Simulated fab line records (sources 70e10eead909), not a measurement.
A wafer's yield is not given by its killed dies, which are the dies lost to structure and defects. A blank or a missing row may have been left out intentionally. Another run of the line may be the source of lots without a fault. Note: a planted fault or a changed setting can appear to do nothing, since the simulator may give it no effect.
Comparing a struck lot with a sound one + flow nand_harc + 14 out of 1159 route steps
Sound: the wafers L724.3, L724.4, L724.5. Struck: wafers L727.1, L727.4. (L727.6 of the same lot was not struck and is left out.) The cause comes at the end.
For every step that has rows: the tool of each side, followed by ch and its chambers, followed by its first start. Under that, the readings that differ: sound wafers + struck wafers + difference of the means + sigmas: that difference in standard deviations of wafers without a fault.
alike: same words and numbers on both sides, and readings whose means sit less than 2 such deviations apart. not compared: any withheld reading, any reading some wafer has no value for, any bound like >300 that may hide the same value, and any number with overlapping values for which the record gives no deviation.
The two part at a step that has a row with sigmas, a row that says differs or no value, or rows on one side only. Numbers that have no deviation but don't overlap get no sigmas and don't part them. A reading that every wafer of one side lacks parts them only if that side has two wafers or more.

first, 2 steps without rows for these wafers: NHARC_A_SOURCE_PLATE_CVD_03 (deposits poly-Si, target thk 200 nm, time 4000 s); NHARC_A_SOURCE_PLATE_ANNEAL_05 (time 1800 s).
NHARC_A_SOURCE_PLATE_THK_MEAS_06: measures by ellipsometry.
  sound: film_metro-02 at day 8 06:18; struck: film_metro-02 at day 9 01:59
  alike: thk_nm
NHARC_A_SOURCE_PLATE_INSPECT_08:
  sound: defect_inspect-02 at day 8 06:22; struck: defect_inspect-01 at day 9 02:03
  alike: raw_defect_count
next comes 1 step that has no rows for these wafers: NHARC_A_ONON_D1_DEP_00 (target thickness 1000 nm).
NHARC_A_ONON_D1_THK_MEAS_02: measures by ellipsometry.
  sound: film_metro-02 at day 8 06:57; struck: film_metro-02 at day 9 02:38
  alike: thk_nm
next comes 1 step that has no rows for these wafers: NHARC_A_ONON_D1_DEP_03 (target thickness 1000 nm).
NHARC_A_ONON_D1_THK_MEAS_05: measures by ellipsometry.
  sound: film_metro-01 at day 8 07:31; struck: film_metro-02 at day 9 03:11
  alike: thk_nm
next comes 1 step that has no rows for these wafers: NHARC_A_ONON_D1_DEP_06 (target thickness 1000 nm).
NHARC_A_ONON_D1_THK_MEAS_08: measures by ellipsometry.
  sound: film_metro-02 at day 8 08:05; struck: film_metro-01 at day 9 03:45
  alike: thk_nm
NHARC_A_ONON_D1_DEP_09: target thk 1000 nm.
  sound on pecvd_onon-02 ch 0, day 8 08:15; struck on pecvd_onon-02 ch 0, day 9 03:49
  alike: nh3_flow_sccm
NHARC_A_ONON_D1_THK_MEAS_11: measures by ellipsometry.
  sound: film_metro-02 at day 8 08:38; struck: film_metro-01 at day 9 04:19
| reading     | sound       | struck    | difference | sigmas |
|-------------|-------------|-----------|------------|--------|
| thk_nm (nm) | 996 995 994 | 1673 1673 | +678       | +75    |
next comes 1 step that has no rows for these wafers: NHARC_A_ONON_D1_DEP_12 (target thickness 1000 nm).
-- the record jumps here: 12 days lie between the struck wafers' starts before and after (it left off in module A_ONON_D1 and takes up again in module END, whose first step shown is number 1159 of the route) --
NHARC_END_SORT_01:
  sound on prober-02 ch 0, day 21 00:48; struck on prober-01 ch 0, day 21 07:11
| reading         | sound    | struck  | difference | sigmas |
|-----------------|----------|---------|------------|--------|
| killed_at_array | 36 31 35 | 675 670 | +638       | +68    |
| killed_at_other | 1 0 0    | 1 5     | +3         | +2     |
| killed_dies     | 39 31 37 | 677 677 | +641       | +71    |
| killed_short    | 3 1 6    | 0 1     | -3         | -2     |
  alike: killed_at_periphery, killed_open

== WHERE THEY PART ==
Last at NHARC_END_SORT_01 as far as this record goes, first at NHARC_A_ONON_D1_THK_MEAS_11.

WHY: what had been put in by the simulator
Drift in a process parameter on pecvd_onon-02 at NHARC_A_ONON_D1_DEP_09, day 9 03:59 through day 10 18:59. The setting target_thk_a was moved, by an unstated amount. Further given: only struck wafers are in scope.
